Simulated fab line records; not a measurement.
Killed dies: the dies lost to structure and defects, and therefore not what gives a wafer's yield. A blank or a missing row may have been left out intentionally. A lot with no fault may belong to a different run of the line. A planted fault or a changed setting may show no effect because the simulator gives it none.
Lot-split experiment + flow n5_finfet + 39 wafers read from 7 lots, route of 1938 steps

## THE SPLIT ITSELF
At N5_PMOS_HMC_CHANNEL_EPI_EPI_20 (deposits SiGe30, target thk 59 nm), the setting pressure_torr was moved away from the recipe's 20 Torr on 24 of the 39 wafers read, by -14.9% to +13.4%. All remaining wafers had this setting at the recipe value.

The reading is taken at the split's own step.

## THE READING
SiGe30_of_PMOS_HMC_CHANNEL_EPI_EPI_20.thk_nm (the simulator's own value, which no gauge read), in nm, at N5_PMOS_HMC_CHANNEL_EPI_EPI_20 (deposits SiGe30, target thk 59 nm). No usual value for it is given in the file. Here, 15 wafers ran the recipe; their average is 58.57 nm with a standard deviation of 0.78 nm.

| wafer  | tool, chamber at the split | pressure_torr as run, Torr | against the recipe | SiGe30_of_PMOS_HMC_CHANNEL_EPI_EPI_20.thk_nm, nm | against lot-mates on the recipe |
|--------|----------------------------|----------------------------|--------------------|--------------------------------------------------|---------------------------------|
| L074.1 | epi_rpcvd-03, 0            | 20                         | recipe             | 59.73                                            | -                               |
| L074.4 | epi_rpcvd-03, 0            | 20                         | recipe             | 60.26                                            | -                               |
| L074.5 | epi_rpcvd-03, 0            | 20                         | recipe             | 59.88                                            | -                               |
| L080.1 | epi_rpcvd-04, 0            | 20                         | recipe             | 57.96                                            | -                               |
| L080.2 | epi_rpcvd-04, 0            | 20                         | recipe             | 57.36                                            | -                               |
| L080.3 | epi_rpcvd-04, 0            | 20                         | recipe             | 58.91                                            | -                               |
| L080.4 | epi_rpcvd-04, 0            | 20                         | recipe             | 58.16                                            | -                               |
| L080.5 | epi_rpcvd-04, 0            | 20                         | recipe             | 57.79                                            | -                               |
| L080.6 | epi_rpcvd-04, 0            | 20                         | recipe             | 58.19                                            | -                               |
| L086.1 | epi_rpcvd-03, 0            | 22.19                      | +11.0%             | 61.26                                            | no lot-mate on the recipe       |
| L086.2 | epi_rpcvd-03, 0            | 22.19                      | +11.0%             | 60.6                                             | no lot-mate on the recipe       |
| L086.3 | epi_rpcvd-03, 0            | 22.19                      | +11.0%             | 61.22                                            | no lot-mate on the recipe       |
| L086.4 | epi_rpcvd-03, 0            | 22.19                      | +11.0%             | 61.19                                            | no lot-mate on the recipe       |
| L086.5 | epi_rpcvd-03, 0            | 22.19                      | +11.0%             | 61.75                                            | no lot-mate on the recipe       |
| L086.6 | epi_rpcvd-03, 0            | 22.19                      | +11.0%             | 61.86                                            | no lot-mate on the recipe       |
| L093.1 | epi_rpcvd-04, 0            | 22.67                      | +13.4%             | 61.19                                            | no lot-mate on the recipe       |
| L093.2 | epi_rpcvd-04, 0            | 22.67                      | +13.4%             | 61.55                                            | no lot-mate on the recipe       |
| L093.3 | epi_rpcvd-04, 0            | 22.67                      | +13.4%             | 61.12                                            | no lot-mate on the recipe       |
| L093.4 | epi_rpcvd-04, 0            | 22.67                      | +13.4%             | 60.98                                            | no lot-mate on the recipe       |
| L093.5 | epi_rpcvd-04, 0            | 22.67                      | +13.4%             | 61.36                                            | no lot-mate on the recipe       |
| L093.6 | epi_rpcvd-04, 0            | 22.67                      | +13.4%             | 62.03                                            | no lot-mate on the recipe       |
| L095.1 | epi_rpcvd-03, 0            | 20                         | recipe             | 58.05                                            | -                               |
| L095.2 | epi_rpcvd-03, 0            | 20                         | recipe             | 58.35                                            | -                               |
| L095.3 | epi_rpcvd-03, 0            | 20                         | recipe             | 58.58                                            | -                               |
| L095.4 | epi_rpcvd-03, 0            | 20                         | recipe             | 58.34                                            | -                               |
| L095.5 | epi_rpcvd-03, 0            | 20                         | recipe             | 58.57                                            | -                               |
| L095.6 | epi_rpcvd-03, 0            | 20                         | recipe             | 58.37                                            | -                               |
| L096.1 | epi_rpcvd-03, 0            | 21.07                      | +5.4%              | 59.88                                            | no lot-mate on the recipe       |
| L096.6 | epi_rpcvd-03, 0            | 21.07                      | +5.4%              | 59.88                                            | no lot-mate on the recipe       |
| L096.2 | epi_rpcvd-03, 0            | 21.07                      | +5.4%              | 59.69                                            | no lot-mate on the recipe       |
| L096.3 | epi_rpcvd-03, 0            | 21.07                      | +5.4%              | 60.96                                            | no lot-mate on the recipe       |
| L096.4 | epi_rpcvd-03, 0            | 21.07                      | +5.4%              | 60.42                                            | no lot-mate on the recipe       |
| L096.5 | epi_rpcvd-03, 0            | 21.07                      | +5.4%              | 60.4                                             | no lot-mate on the recipe       |
| L097.1 | epi_rpcvd-03, 0            | 17.02                      | -14.9%             | 55.71                                            | no lot-mate on the recipe       |
| L097.2 | epi_rpcvd-03, 0            | 17.02                      | -14.9%             | 54.85                                            | no lot-mate on the recipe       |
| L097.3 | epi_rpcvd-03, 0            | 17.02                      | -14.9%             | 55.55                                            | no lot-mate on the recipe       |
| L097.4 | epi_rpcvd-03, 0            | 17.02                      | -14.9%             | 54.83                                            | no lot-mate on the recipe       |
| L097.5 | epi_rpcvd-03, 0            | 17.02                      | -14.9%             | 55.46                                            | no lot-mate on the recipe       |
| L097.6 | epi_rpcvd-03, 0            | 17.02                      | -14.9%             | 54.92                                            | no lot-mate on the recipe       |

FIT RESULTS
A straight line over all 39 wafers: SiGe30_of_PMOS_HMC_CHANNEL_EPI_EPI_20.thk_nm changes by +0.228 nm for each +1% of pressure_torr; r = +0.96; the points scatter about the line by 0.62 nm.
Too few moved wafers with a lot-mate on the recipe to fit a line net of each lot's own level.

## THE FILE'S OWN FIT
SiGe30_of_PMOS_HMC_CHANNEL_EPI_EPI_20.thk_nm changes by +0.228 nm for each +1% of pressure_torr, r = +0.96.
